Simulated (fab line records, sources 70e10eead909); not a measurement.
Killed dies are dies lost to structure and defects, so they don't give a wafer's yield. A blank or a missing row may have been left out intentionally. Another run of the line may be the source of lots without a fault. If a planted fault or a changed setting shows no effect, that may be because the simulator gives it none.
Which of the tools did it? || flow nandHarc || Sampling: 6 lots, 18 wafers, 2 of 1302 route steps

WHAT THE GAUGES READ, wafer by wafer
NHARC_A_ONON_D2_THK_MEAS_34: measures by ellipsometry.
{"lot": "L700", "measured": "day 12 22:49", "on": "filmMetro-01", "thkNm (nm)": "196 199 196"}
{"lot": "L704", "measured": "day 14 01:19", "on": "filmMetro-02", "thkNm (nm)": "197 198 202"}
{"lot": "L707", "measured": "day 15 04:46", "on": "filmMetro-02", "thkNm (nm)": "195 192 198"}
{"lot": "L710", "measured": "day 17 22:49", "on": "filmMetro-01", "thkNm (nm)": "201 200 200"}
{"lot": "L721", "measured": "day 21 19:40", "on": "filmMetro-01", "thkNm (nm)": "254 194 204"}
{"lot": "L722", "measured": "day 22 05:25", "on": "filmMetro-01", "thkNm (nm)": "200 198 202"}

TOOL THAT RAN EACH LOT (tool first, then ch and the chambers of the sampled wafers, then the start)
{"lot": "L700", "NHARC_A_ONON_D2_DEP_33": "pecvd-04 ch 0,2, day 12 22:28"}
{"lot": "L704", "NHARC_A_ONON_D2_DEP_33": "pecvd-03 ch 0,1,2, day 14 00:55"}
{"lot": "L707", "NHARC_A_ONON_D2_DEP_33": "pecvd-04 ch 0,2, day 15 04:20"}
{"lot": "L710", "NHARC_A_ONON_D2_DEP_33": "pecvd-03 ch 0,1,2, day 17 22:25"}
{"lot": "L721", "NHARC_A_ONON_D2_DEP_33": "pecvd-04 ch 0,1,2, day 21 19:15"}
{"lot": "L722", "NHARC_A_ONON_D2_DEP_33": "pecvd-03 ch 0,2, day 22 05:02"}
- NHARC_A_ONON_D2_DEP_33: deposits SiO2, target thk 200 nm.

THE ANSWER, worked out from the rows above alone
Rule: usual is defined by the lots themselves. The widest of any qualifying gaps counts: lots, ordered by their means at a reading, are off when they make up no more than a third of the lots, leave a main group of 4 or more, and stand apart from it by 3 or more times the standard deviation of that group's means. A main group is skipped when, at the precision printed for the reading in the tables above, its means are all equal. A lot without any number at a reading at which 4 lots or more have one is off too. Where the step has rows for the other lots, those lots are counted as sound.
Off: L721, at NHARC_A_ONON_D2_THK_MEAS_34 (thkNm). For the main group the mean is 198 nm and the standard deviation 2.
A tool fits if, at a process step before that reading, it ran every lot that is off, and no sound lot after the first of them. The gauges at NHARC_A_ONON_D2_THK_MEAS_34 are tried like those tools. One fits: pecvd-04 at NHARC_A_ONON_D2_DEP_33. Its last sound lot is L707 (day 15 04:20), its first lot that is off L721 (day 21 19:15): a fault that began between those two fits.

WHAT THE SIMULATOR HAD PUT IN
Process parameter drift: pecvd-04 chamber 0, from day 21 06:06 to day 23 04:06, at NHARC_A_ONON_D2_DEP_33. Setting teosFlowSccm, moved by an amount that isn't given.
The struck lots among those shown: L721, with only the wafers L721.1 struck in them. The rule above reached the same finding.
